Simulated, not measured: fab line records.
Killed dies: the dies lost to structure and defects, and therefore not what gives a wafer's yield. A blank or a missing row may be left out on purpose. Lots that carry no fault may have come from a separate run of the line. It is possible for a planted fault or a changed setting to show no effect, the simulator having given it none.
Split-lot trial | flow n5 finfet | 21 wafers read across 7 lots, on a route 1938 steps long

## THE SPLIT
At N5_FIN_SAQP_SPACER1_ALD_24 (deposits SiO2, target thk 20.3 nm, pulse time 1 s, purge time 2 s), the setting ald cycles was moved away from the recipe's 218 on 5 of the 21 wafers read, by -14.7% to +13.8%. For the rest of the wafers, this setting stayed at what the recipe calls for.

## FROM THE SPLIT TO THE READING: what the file shows between them, 2 steps
- N5_FIN_SAQP_SPACER1_ETCHBACK_25: etches SiO2 in CHF3/O2, target depth 24.4 nm, time 12.2 s
- N5_FIN_SAQP_MANDREL1_REMOVE_56: chemistry HBr/Cl2/O2, target a-Si, stops on SiNx, bt time 10 s

## THE READING
cd nm at N5_FIN_SAQP_CD_MEAS_27, given in nm (cd target 20 nm). On this fab line, fault-free wafers typically give 20.29 nm with a standard deviation of 0.25 nm.

wafer  | tool, chamber at the split | ald cycles as run | against the recipe | cd nm, nm | against lot-mates on the recipe
L079.3 | ald sin-03, 3,2            | 218               | recipe             | 20.51     | -
L079.5 | ald sin-03, 1              | 218               | recipe             | 20.47     | -
L079.6 | ald sin-03, 3,2            | 218               | recipe             | 20.65     | -
L080.1 | ald sin-02, 2              | 218               | recipe             | 19.77     | -
L080.5 | ald sin-02, 1              | 248               | +13.8%             | 22.47     | +2.37
L080.6 | ald sin-02, 0              | 218               | recipe             | 20.43     | -
L086.1 | ald sin-01, 1              | 218               | recipe             | 20.40     | -
L086.2 | ald sin-01, 0              | 186               | -14.7%             | 17.13     | -3.34
L086.3 | ald sin-01, 3              | 218               | recipe             | 20.53     | -
L087.1 | ald sin-01, 0,3            | 218               | recipe             | 20.31     | -
L087.4 | ald sin-01, 0,3            | 218               | recipe             | 20.03     | -
L087.5 | ald sin-01, 3              | 197               | -9.6%              | 18.05     | -2.12
L088.1 | ald sin-02, 3,0            | 218               | recipe             | 20.07     | -
L088.3 | ald sin-02, 3,0            | 218               | recipe             | 20.37     | -
L088.6 | ald sin-02, 2              | 218               | recipe             | 20.46     | -
L089.2 | ald sin-02, 2              | 218               | recipe             | 20.21     | -
L089.4 | ald sin-02, 3              | 238               | +9.2%              | 21.88     | +1.67
L089.6 | ald sin-02, 2              | 238               | +9.2%              | 22.04     | +1.83
L093.4 | ald sin-03, 0,1,0          | 218               | recipe             | 20.94     | -
L093.5 | ald sin-03, 0,1,0          | 218               | recipe             | 20.23     | -
L093.6 | ald sin-03, 0,1,0          | 218               | recipe             | 20.66     | -
If several chambers appear in one row, that row covers several wafers at once and the file leaves open which wafer was in which chamber.

THE FIT
A straight line over all 21 wafers: cd nm changes by +0.193 nm for each +1% of ald cycles; r = +0.97; the points scatter about the line by 0.31 nm.
The same after taking each lot's own level away (the mean of its wafers on the recipe; 21 wafers): +0.202 nm for each +1%; r = +0.98; scatter 0.22 nm.
That fit puts the effect of the largest move of ald cycles on the reading at 3 nm.
From 20.100 to 20.610 nm: that is the span of the lots' own levels, equal to 2.0 times the standard deviation above.
Consequently the slope shifts little with the lot-to-lot level, the two slopes agreeing.
Check: for one of the wafers moved furthest among these (-14.7%), held out of the fit, the line's prediction against its lot-mates is -2.82 nm. Against them it came out at -3.34 nm.

## ADDITIONAL SPLITS CARRIED BY THESE WAFERS
These wafers also went through other splits before the reading. Each is held against what the fit with the lots' levels taken away leaves over:
other split on the same wafers                    | wafers away from the commonest value | r with cd nm (lot level and that fit taken away)
N5_WELL_APT_EXPOSE_05 dose mj                     | 6                                    | +0.27
N5_WELL_APT_DEVELOP_07 develop time s             | 4                                    | +0.08
N5_PMOS_HMC_CHANNEL_EPI_EXPOSE_06 dose mj         | 6                                    | -0.48
N5_PMOS_HMC_CHANNEL_EPI_DEVELOP_08 develop time s | 10                                   | -0.27

## THE WHOLE CHAIN: every reading that the file lists as answering this split, in the file's order
step                           | what it does                                                      | reading                                                                                 | change (the file's fit)               | r (the file's)
N5_FIN_SAQP_SPACER1_ALD_24     | deposits SiO2, target thk 20.3 nm, pulse time 1 s, purge time 2 s | SiO2_of_FIN_SAQP_SPACER1_ALD_24.thk nm (the simulator's own value, which no gauge read) | +0.208 nm for each +1% of the setting | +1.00
N5_FIN_SAQP_MANDREL1_REMOVE_56 | chemistry HBr/Cl2/O2, target a-Si, stops on SiNx, bt time 10 s    | FIN_SAQP.cd nm (the simulator's own value, which no gauge read)                         | +0.206 nm for each +1% of the setting | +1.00
N5_FIN_SAQP_CD_MEAS_27         | target cd 20 nm                                                   | cd nm                                                                                   | +0.203 nm for each +1% of the setting | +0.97

## THE FILE'S OWN FIT
cd nm changes by +0.203 nm for each +1% of ald cycles, r = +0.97.
